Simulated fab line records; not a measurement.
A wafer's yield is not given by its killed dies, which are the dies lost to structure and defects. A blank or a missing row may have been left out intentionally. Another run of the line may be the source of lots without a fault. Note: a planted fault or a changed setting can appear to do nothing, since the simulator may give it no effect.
The tool behind it: which one? -- flow n5Finfet -- 21 wafers from 7 lots sampled at 2 of the route's 1938 steps

WHAT EACH GAUGE READ, for each wafer
N5_MIM_TOP_LITHO_OVL_MEAS_11.
lot,measured,on,MIM_TOP_OVL (nm)
L236,day 12 16:19,overlay-01,-2 1 -4
L238,day 12 17:22,overlay-02,-1 0 4
L240,day 13 03:57,overlay-02,1 -4 -5
L243,day 14 00:20,overlay-01,10 -3 -4
L248,day 15 00:37,overlay-01,0 10 7
L253,day 17 12:14,overlay-02,-8 -7 -9
L254,day 17 18:46,overlay-01,-6 -7 -4

WHAT TOOL EACH LOT RAN ON (gives the tool, then ch and the chambers of the sampled wafers, and finally the start)
lot,N5_MIM_TOP_SPUTTER_03
L236,"pvdSputter-03, day 12 15:53"
L238,"pvdSputter-03, day 12 16:46"
L240,"pvdSputter-03, day 13 03:32"
L243,"pvdSputter-01, day 13 23:47"
L248,"pvdSputter-01, day 15 00:04"
L253,"pvdSputter-03, day 17 11:49"
L254,"pvdSputter-03, day 17 18:13"
- N5_MIM_TOP_SPUTTER_03: material TiN, target thk 35 nm, time 89.7 s.

THE ANSWER, worked out from the rows above alone
Rule: usual is defined by the lots themselves. Put in order of their means at a reading, lots are off if they are a third of the lots or fewer, leave a main group of 4 or more, and stand apart from it by a gap of 3 or more times the standard deviation of the main group's means; of several such gaps the widest counts. The tables above print the reading to a certain number of digits; a main group whose means all agree to those digits is not used. A lot without any number at a reading at which 4 lots or more have one is off too. The other lots that the step has rows for count as sound.
Across all readings shown, no lot is off: no conclusion can be drawn from this.

WHAT THE SIMULATOR HAD INSERTED
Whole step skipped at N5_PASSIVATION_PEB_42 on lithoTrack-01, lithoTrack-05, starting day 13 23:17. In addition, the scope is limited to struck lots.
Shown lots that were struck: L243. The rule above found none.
